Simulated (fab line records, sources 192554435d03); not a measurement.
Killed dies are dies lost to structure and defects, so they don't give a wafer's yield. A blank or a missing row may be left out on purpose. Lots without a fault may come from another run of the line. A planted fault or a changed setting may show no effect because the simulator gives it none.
Which tool did it? | flow n5_finfet | 9 lots, 27 wafers sampled, at 7 steps of a route of 1938

WHAT THE GAUGES READ, wafer by wafer
N5_FIN_SAQP_THK_MEAS_05. Usual: thk_nm 38.1 nm, standard deviation 0.48.
lot  | measured    | on            | thk_nm (nm)    | flag
L480 | day 2 03:08 | film_metro-01 | 37.7 37.9 38.6 |
L481 | day 2 09:43 | film_metro-02 | 37.0 38.2 38.1 |
L482 | day 2 15:15 | film_metro-01 | 38.3 38.8 37.8 |
L483 | day 2 21:52 | film_metro-02 | 37.9 38.5 38.9 |
L486 | day 3 15:34 | film_metro-01 | 37.9 38.2 38.0 |
L493 | day 5 08:49 | film_metro-02 | 38.9 38.7 39.2 |
L494 | day 5 15:23 | film_metro-01 | 37.8 37.9 37.6 |
L499 | day 6 21:43 | film_metro-02 | 37.8 38.6 39.3 |
L502 | day 7 14:35 | film_metro-02 | 37.6 38.6 38.3 |

N5_FIN_SAQP_THK_MEAS_07. Usual: thk_nm 60.1 nm, standard deviation 0.9.
lot  | measured    | on            | thk_nm (nm)    | flag
L480 | day 2 03:20 | film_metro-01 | 59.2 61.8 59.7 |
L481 | day 2 09:59 | film_metro-01 | 59.5 60.9 61.2 |
L482 | day 2 15:28 | film_metro-01 | 60.7 59.9 59.4 |
L483 | day 2 22:05 | film_metro-02 | 59.5 58.6 59.3 |
L486 | day 3 15:46 | film_metro-02 | 60.6 59.2 61.6 |
L493 | day 5 09:02 | film_metro-01 | 49.9 50.6 53.2 | OFF
L494 | day 5 15:36 | film_metro-02 | 49.9 50.4 51.9 | OFF
L499 | day 6 21:55 | film_metro-02 | 61.3 61.3 61.5 |
L502 | day 7 14:47 | film_metro-02 | 59.2 59.9 60.8 |

N5_FIN_SAQP_OVL_MEAS_17. Usual: FIN_CORE_OVL -0.2 nm, standard deviation 0.84.
lot  | measured    | on         | FIN_CORE_OVL (nm) | flag
L480 | day 2 03:44 | overlay-02 | -0.5 -0.2 -0.5    |
L481 | day 2 10:23 | overlay-02 | -0.3 0.2 -0.9     |
L482 | day 2 15:59 | overlay-01 | -1.4 -1.2 -0.5    |
L483 | day 2 22:30 | overlay-01 | 0.1 0.7 0.6       |
L486 | day 3 16:11 | overlay-01 | 0.3 -0.1 -0.3     |
L493 | day 5 09:33 | overlay-02 | 0.3 0.3 0.3       |
L494 | day 5 16:07 | overlay-01 | 1.1 1.8 1.7       |
L499 | day 6 22:27 | overlay-01 | 2.2 1.2 -0.1      |
L502 | day 7 15:19 | overlay-02 | 0.5 -1.0 -0.1     |

N5_BEOL_M4_RC_MEAS_101. Usual: DIBL_N 36.4 mV/V, standard deviation 1.7; DIBL_P 36.4 mV/V, standard deviation 2.1; IOFF_N 0.16 nA/um, standard deviation 0.035; IOFF_P 0.21 nA/um, standard deviation 0.035; ION_N 680 uA/um, standard deviation 11; ION_P 465 uA/um, standard deviation 6.8; SS_N 71.5 mV/dec, standard deviation 0.58; SS_P 73.2 mV/dec, standard deviation 0.72; VT_N 249 mV, standard deviation 3.6; VT_P -250 mV, standard deviation 3.1.
lot  | measured     | on        | DIBL_N (mV/V)  | DIBL_P (mV/V)  | IOFF_N (nA/um) | IOFF_P (nA/um) | ION_N (uA/um) | ION_P (uA/um) | SS_N (mV/dec)  | SS_P (mV/dec)  | VT_N (mV)   | VT_P (mV)      | flag
L480 | day 8 08:55  | prober-02 | 34.6 34.0 37.1 | 34.5 33.7 37.9 | 0.14 0.13 0.18 | 0.19 0.17 0.23 | 669 667 689   | 462 460 467   | 71.7 71.6 71.5 | 72.8 72.1 73.1 | 252 253 246 | -248 -253 -247 |
L481 | day 8 13:37  | prober-01 | 36.0 35.2 37.9 | 37.7 36.5 39.5 | 0.17 0.16 0.22 | 0.24 0.22 0.28 | 685 686 693   | 469 471 476   | 71.2 71.3 72.1 | 73.6 73.5 74.4 | 248 249 247 | -250 -250 -246 |
L482 | day 8 23:29  | prober-01 | 35.5 36.5 34.6 | 36.7 37.4 35.5 | 0.17 0.20 0.16 | 0.22 0.23 0.19 | 701 691 686   | 472 463 464   | 71.6 71.4 71.5 | 73.9 73.5 73.5 | 246 246 250 | -246 -246 -251 |
L483 | day 9 21:58  | prober-02 | 35.7 34.6 36.0 | 37.8 35.9 37.8 | 0.17 0.14 0.18 | 0.19 0.17 0.20 | 678 662 680   | 457 451 459   | 71.7 71.5 71.9 | 73.8 73.2 74.4 | 250 252 247 | -254 -256 -251 |
L486 | day 10 00:14 | prober-02 | 36.7 32.4 36.7 | 38.2 33.1 37.7 | 0.19 0.12 0.19 | 0.24 0.16 0.23 | 682 671 682   | 472 461 465   | 72.0 71.7 71.5 | 74.0 72.1 73.9 | 244 254 246 | -249 -253 -250 |
L493 | day 11 16:40 | prober-01 | 34.4 36.8 37.4 | 34.9 37.8 38.2 | 0.12 0.15 0.16 | 0.16 0.20 0.20 | 665 668 682   | 453 456 465   | 69.9 71.1 71.3 | 72.7 73.4 73.6 | 255 254 253 | -258 -252 -254 |
L494 | day 11 20:44 | prober-02 | 34.3 32.1 35.0 | 33.7 33.2 36.9 | 0.13 0.11 0.15 | 0.17 0.17 0.20 | 657 669 663   | 460 466 458   | 71.6 70.7 71.1 | 72.2 72.4 73.0 | 254 252 249 | -251 -253 -249 |
L499 | day 13 14:23 | prober-01 | 36.7 35.4 35.4 | 38.0 35.9 36.5 | 0.19 0.17 0.18 | 0.23 0.19 0.19 | 681 684 690   | 460 460 466   | 71.7 71.5 71.6 | 73.4 73.1 73.5 | 245 246 248 | -249 -253 -254 |
L502 | day 13 21:46 | prober-01 | 36.0 34.6 38.6 | 36.2 33.8 39.1 | 0.16 0.12 0.21 | 0.23 0.19 0.28 | 678 665 692   | 470 464 469   | 71.7 71.1 72.3 | 72.8 72.1 74.4 | 248 252 247 | -249 -251 -247 |

WHICH TOOL RAN EACH LOT (tool, then ch and the chambers of the sampled wafers, then the start)
lot  | N5_FIN_SAQP_PECVD_48           | N5_FIN_SAQP_PECVD_06           | N5_FIN_SAQP_MANDREL_ETCH_22
L480 | pecvd-01 ch 0,1, day 2 03:13   | pecvd-01 ch 0,1, day 2 03:15   | rie_si-04 ch 0,2,3, day 2 04:05
L481 | pecvd-02 ch 0,1, day 2 09:49   | pecvd-02 ch 0,1, day 2 09:52   | rie_si-03 ch 2,3, day 2 10:44
L482 | pecvd-03 ch 0,1,2, day 2 15:20 | pecvd-03 ch 0,1,2, day 2 15:22 | rie_si-03 ch 1,2,3, day 2 16:19
L483 | pecvd-03 ch 0,1,2, day 2 21:57 | pecvd-03 ch 0,1,2, day 2 21:59 | rie_si-03 ch 0,2, day 2 22:52
L486 | pecvd-03 ch 0,1, day 3 15:38   | pecvd-03 ch 0,1, day 3 15:41   | rie_si-03 ch 1,3, day 3 16:53
L493 | pecvd-03 ch 0,2, day 5 08:54   | pecvd-03 ch 0,2, day 5 08:56   | rie_si-04 ch 2,3, day 5 09:53
L494 | pecvd-03 ch 0,1,2, day 5 15:28 | pecvd-03 ch 0,1,2, day 5 15:31 | rie_si-04 ch 1,2,3, day 5 16:28
L499 | pecvd-02 ch 1,2, day 6 21:47   | pecvd-02 ch 1,2, day 6 21:50   | rie_si-04 ch 0,2,3, day 6 22:47
L502 | pecvd-02 ch 0,2, day 7 14:40   | pecvd-02 ch 0,2, day 7 14:42   | rie_si-04 ch 0,1,3, day 7 15:40
- N5_FIN_SAQP_PECVD_48: deposits SiNx from SiH4/NH3/N2, target thk 25 nm, time 22.1 s.
- N5_FIN_SAQP_PECVD_06: deposits a-Si from SiH4/He, target thk 60 nm, time 48.1 s.
- N5_FIN_SAQP_MANDREL_ETCH_22: etches a-Si in HBr/Cl2, stops on SiNx, target depth 60 nm, bt time 10 s, time 30 s.

WHAT THE TOOLS THEMSELVES READ (means of the sampled wafers that have a number; where no wafer has one, the mark that the record gives instead)
N5_FIN_SAQP_PECVD_48. Usual: heater_power_w 740 W, standard deviation 93; showerhead_plenum_p_Torr 5.18 Torr, standard deviation 0.077; showerhead_vpp_V 1065 V, standard deviation 48; throttle_valve_pct 39.4 %, standard deviation 1.6.
lot  | tool     | heater_power_w (W) | showerhead_plenum_p_Torr (Torr) | showerhead_vpp_V (V) | throttle_valve_pct (%) | flag
L480 | pecvd-01 | 912                | 5.18                            | 1041                 | 39.5                   |
L481 | pecvd-02 | 746                | 5.26                            | 1061                 | 40.6                   |
L482 | pecvd-03 | 729                | 5.15                            | 1083                 | 39.1                   |
L483 | pecvd-03 | 724                | 5.15                            | 1091                 | 39.1                   |
L486 | pecvd-03 | 704                | 5.21                            | 1078                 | 40.3                   |
L493 | pecvd-03 | 686                | 5.14                            | 1109                 | 38.6                   |
L494 | pecvd-03 | 738                | 5.15                            | 1107                 | 39.2                   |
L499 | pecvd-02 | 698                | 5.29                            | 1027                 | 39.4                   |
L502 | pecvd-02 | 644                | 5.25                            | 986                  | 38.5                   |

N5_FIN_SAQP_PECVD_06. Usual: heater_power_w 827 W, standard deviation 83; showerhead_plenum_p_Torr 5.70 Torr, standard deviation 0.055; showerhead_vpp_V 615 V, standard deviation 28; throttle_valve_pct 17.9 %, standard deviation 0.69.
lot  | tool     | heater_power_w (W) | showerhead_plenum_p_Torr (Torr) | showerhead_vpp_V (V) | throttle_valve_pct (%) | flag
L480 | pecvd-01 | 954                | 5.70                            | 603                  | 18.1                   |
L481 | pecvd-02 | 752                | 5.76                            | 617                  | 18.4                   |
L482 | pecvd-03 | 877                | 5.67                            | 632                  | 17.8                   |
L483 | pecvd-03 | 847                | 5.68                            | 633                  | 17.6                   |
L486 | pecvd-03 | 798                | 5.72                            | 618                  | 18.4                   |
L493 | pecvd-03 | 804                | 5.67                            | 648                  | 17.7                   |
L494 | pecvd-03 | 819                | 5.68                            | 639                  | 17.8                   |
L499 | pecvd-02 | 880                | 5.77                            | 598                  | 18.0                   |
L502 | pecvd-02 | 755                | 5.74                            | 569                  | 17.8                   |

N5_FIN_SAQP_MANDREL_ETCH_22. Usual: HBr_flow_sccm 150.0 sccm, standard deviation 0.48; drypump_motor_current_A 5.9 A, standard deviation 0.41; oes_product_au 0.770 a.u., standard deviation 0.016; throttle_valve_pct 35.3 %, standard deviation 0.4.
lot  | tool      | HBr_flow_sccm (sccm) | drypump_motor_current_A (A) | oes_product_au (a.u.) | throttle_valve_pct (%) | flag
L480 | rie_si-04 | 149.9                | 5.8                         | 0.778                 | 35.0                   |
L481 | rie_si-03 | 149.7                | 6.3                         | 0.770                 | 35.6                   |
L482 | rie_si-03 | 150.0                | 6.0                         | 0.763                 | 35.3                   |
L483 | rie_si-03 | 149.8                | 6.0                         | 0.758                 | 35.7                   |
L486 | rie_si-03 | 150.3                | 5.8                         | 0.769                 | 35.1                   |
L493 | rie_si-04 | 150.2                | 6.0                         | 0.690                 | 35.1                   | OFF
L494 | rie_si-04 | 149.8                | 5.7                         | 0.704                 | 35.4                   | OFF
L499 | rie_si-04 | 149.9                | 5.8                         | 0.776                 | 35.0                   |
L502 | rie_si-04 | 149.5                | 5.8                         | 0.767                 | 35.0                   |

THE ANSWER, worked out from the rows above alone
Rule: a lot is off if the mean of its wafers that have a number lies more than 3 standard deviations from the usual mean. A lot without any number at a reading at which 4 lots or more have one is off too. The other lots that the step has rows for count as sound. The gauges are gone through in route order, then the tools' own readings, and for those a lot's mean is taken as printed above. The first step at which some lot is off is used, and at that step the reading that is off furthest; a lot without a number counts as furthest.
Off: L493, L494, at N5_FIN_SAQP_THK_MEAS_07 (thk_nm).
A tool fits if, at a process step before that reading, it ran every lot that is off, and no sound lot after the first of them. The gauges at N5_FIN_SAQP_THK_MEAS_07 aren't tried: what is off there is off at N5_FIN_SAQP_MANDREL_ETCH_22 too, on other tools, and a gauge's error can't cause that. One fits: pecvd-03 at N5_FIN_SAQP_PECVD_48 and N5_FIN_SAQP_PECVD_06. At N5_FIN_SAQP_PECVD_48 its last sound lot is L486 (day 3 15:38), its first lot that is off L493 (day 5 08:54): a fault that began between those two fits.

WHAT THE SIMULATOR HAD PUT IN
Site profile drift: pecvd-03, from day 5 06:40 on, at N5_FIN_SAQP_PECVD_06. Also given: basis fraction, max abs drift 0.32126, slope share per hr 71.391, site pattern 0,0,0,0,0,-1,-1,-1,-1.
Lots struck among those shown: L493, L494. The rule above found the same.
